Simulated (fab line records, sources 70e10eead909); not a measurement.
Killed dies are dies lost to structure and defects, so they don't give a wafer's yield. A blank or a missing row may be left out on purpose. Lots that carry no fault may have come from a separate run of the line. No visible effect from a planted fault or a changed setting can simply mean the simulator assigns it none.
Matching of chambers :: flow nand harc :: rie diel-10 running NHARC_A_BONDPAD_DESCUM_11: 4 sister chambers
The step chemistry O2, time 3 s. 8 wafers are shown with their chamber, then 7 later ones without.

== EACH WAFER AND ITS CHAMBER ==
wafer: L677.5
chamber: 3
drypump motor current A (A): 6.6
showerhead plenum p Torr (Torr): 1.81

wafer: L682.4
chamber: 2
drypump motor current A (A): 6.5
showerhead plenum p Torr (Torr): 1.79

wafer: L682.5
chamber: 1
drypump motor current A (A): 6.0
showerhead plenum p Torr (Torr): 1.96

wafer: L690.1
chamber: 2
drypump motor current A (A): 6.5
showerhead plenum p Torr (Torr): 1.79

wafer: L690.2
chamber: 0
drypump motor current A (A): 6.1
showerhead plenum p Torr (Torr): 2.01

wafer: L690.4
chamber: 1
drypump motor current A (A): 6.0
showerhead plenum p Torr (Torr): 1.95

wafer: L689.4
chamber: 0
drypump motor current A (A): 6.1
showerhead plenum p Torr (Torr): 2.01

wafer: L689.5
chamber: 3
drypump motor current A (A): 6.5
showerhead plenum p Torr (Torr): 1.80

== WAFERS WITHOUT THEIR CHAMBER ==
wafer: L689.6
drypump motor current A (A): 6.5
showerhead plenum p Torr (Torr): 1.79

wafer: L691.3
drypump motor current A (A): 6.1
showerhead plenum p Torr (Torr): 2.01

wafer: L691.4
drypump motor current A (A): 6.6
showerhead plenum p Torr (Torr): 1.80

wafer: L691.5
drypump motor current A (A): 6.5
showerhead plenum p Torr (Torr): 1.79

wafer: L692.4
drypump motor current A (A): 6.0
showerhead plenum p Torr (Torr): 1.95

wafer: L692.5
drypump motor current A (A): 6.0
showerhead plenum p Torr (Torr): 1.95

wafer: L692.6
drypump motor current A (A): 6.5
showerhead plenum p Torr (Torr): 1.79

== THE CHAMBER EACH PASSED THROUGH ==
wafer: L689.6
from the rows above: 2
in truth: 2

wafer: L691.3
from the rows above: 0
in truth: 0

wafer: L691.4
from the rows above: can't be placed: 3 or 2
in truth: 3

wafer: L691.5
from the rows above: 2
in truth: 2

wafer: L692.4
from the rows above: 1
in truth: 1

wafer: L692.5
from the rows above: 1
in truth: 1

wafer: L692.6
from the rows above: 2
in truth: 2
Correctly placed: 6 of 7. From these rows, 1 cannot be placed; in 1 the true chamber is one of the candidates. 0 placed wrongly.
How it was worked out, from the rows above alone: a wafer's distance from a chamber is the root of the sum, over the readings, of the square of ((its reading less the chamber's mean) divided by the reading's scatter). If the next closest chamber is less than 2 further off than the closest, the wafer can't be placed; otherwise it belongs to the closest. The mean given for a chamber averages the wafers shown for that chamber. The scatter is the square root of a quotient: the sum, over the shown wafers, of each reading's squared deviation from its chamber's mean, divided by wafers minus chambers.
